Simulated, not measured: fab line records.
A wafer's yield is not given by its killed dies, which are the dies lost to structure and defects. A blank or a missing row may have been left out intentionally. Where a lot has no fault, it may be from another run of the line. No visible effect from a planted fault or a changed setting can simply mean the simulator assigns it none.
Chamber matching / flow n5 finfet / N5_DUMMY_REMOVAL_STRIP_10 on rie diel-04 has 4 sister chambers
The step strips in N2/H2, time 40 s. 14 wafers are shown with their chamber, then 6 later ones without.

== EACH WAFER AND ITS CHAMBER ==
wafer=L075.3; chamber=2; showerhead plenum p Torr (Torr)=3.24; throttle valve pct (%)=12.44; drypump motor current A (A)=6.1
wafer=L075.4; chamber=3; showerhead plenum p Torr (Torr)=3.42; throttle valve pct (%)=11.88; drypump motor current A (A)=5.0
wafer=L075.6; chamber=1; showerhead plenum p Torr (Torr)=3.29; throttle valve pct (%)=11.79; drypump motor current A (A)=5.7
wafer=L076.2; chamber=2; showerhead plenum p Torr (Torr)=3.24; throttle valve pct (%)=12.45; drypump motor current A (A)=6.0
wafer=L076.3; chamber=0; showerhead plenum p Torr (Torr)=3.39; throttle valve pct (%)=12.00; drypump motor current A (A)=5.7
wafer=L076.5; chamber=3; showerhead plenum p Torr (Torr)=3.41; throttle valve pct (%)=11.87; drypump motor current A (A)=5.1
wafer=L083.4; chamber=0; showerhead plenum p Torr (Torr)=3.38; throttle valve pct (%)=12.06; drypump motor current A (A)=5.8
wafer=L083.5; chamber=0; showerhead plenum p Torr (Torr)=3.38; throttle valve pct (%)=12.04; drypump motor current A (A)=5.7
wafer=L083.6; chamber=1; showerhead plenum p Torr (Torr)=3.28; throttle valve pct (%)=11.83; drypump motor current A (A)=5.7
wafer=L085.4; chamber=3; showerhead plenum p Torr (Torr)=3.41; throttle valve pct (%)=11.93; drypump motor current A (A)=5.1
wafer=L085.5; chamber=2; showerhead plenum p Torr (Torr)=3.23; throttle valve pct (%)=12.48; drypump motor current A (A)=6.1
wafer=L085.6; chamber=3; showerhead plenum p Torr (Torr)=3.41; throttle valve pct (%)=11.91; drypump motor current A (A)=5.0
wafer=L088.1; chamber=3; showerhead plenum p Torr (Torr)=3.40; throttle valve pct (%)=11.94; drypump motor current A (A)=5.1
wafer=L088.3; chamber=0; showerhead plenum p Torr (Torr)=3.37; throttle valve pct (%)=12.05; drypump motor current A (A)=5.7

SIGNATURES (averages over the wafers above)
reading=showerhead plenum p Torr; chamber 0=3.3800; chamber 1=3.2850; chamber 2=3.2367; chamber 3=3.4100; scatter within a chamber=0.00719
reading=throttle valve pct; chamber 0=12.0375; chamber 1=11.8100; chamber 2=12.4567; chamber 3=11.9060; scatter within a chamber=0.0273
reading=drypump motor current A; chamber 0=5.725; chamber 1=5.700; chamber 2=6.067; chamber 3=5.060; scatter within a chamber=0.0512
Rule: a wafer lies at a distance from a chamber equal to the root of the sum of squares, over the readings, of (its reading less the chamber's mean, divided by the reading's scatter). The wafer belongs to the nearest chamber; if the next one is less than 2 further off, it can't be placed. The scatter: the root of (the sum of the squares of (reading less its chamber's mean) over the shown wafers, divided by (wafers less chambers)).

== WAFERS WITH NO CHAMBER GIVEN ==
wafer=L092.1; showerhead plenum p Torr (Torr)=3.40; throttle valve pct (%)=11.96; drypump motor current A (A)=5.0
wafer=L092.4; showerhead plenum p Torr (Torr)=3.23; throttle valve pct (%)=12.50; drypump motor current A (A)=6.1
wafer=L092.6; showerhead plenum p Torr (Torr)=3.37; throttle valve pct (%)=12.07; drypump motor current A (A)=5.7
wafer=L095.1; showerhead plenum p Torr (Torr)=3.37; throttle valve pct (%)=12.09; drypump motor current A (A)=5.7
wafer=L095.3; showerhead plenum p Torr (Torr)=3.23; throttle valve pct (%)=12.52; drypump motor current A (A)=6.0
wafer=L095.5; showerhead plenum p Torr (Torr)=3.28; throttle valve pct (%)=11.87; drypump motor current A (A)=5.7

== WHICH CHAMBER EACH WENT THROUGH ==
wafer=L092.1; from the rows above=3; in truth=3
wafer=L092.4; from the rows above=2; in truth=2
wafer=L092.6; from the rows above=0; in truth=0
wafer=L095.1; from the rows above=0; in truth=0
wafer=L095.3; from the rows above=2; in truth=2
wafer=L095.5; from the rows above=1; in truth=1
Correctly placed: 6 of 6. Not placeable from these rows: 0. Placed wrongly: 0.
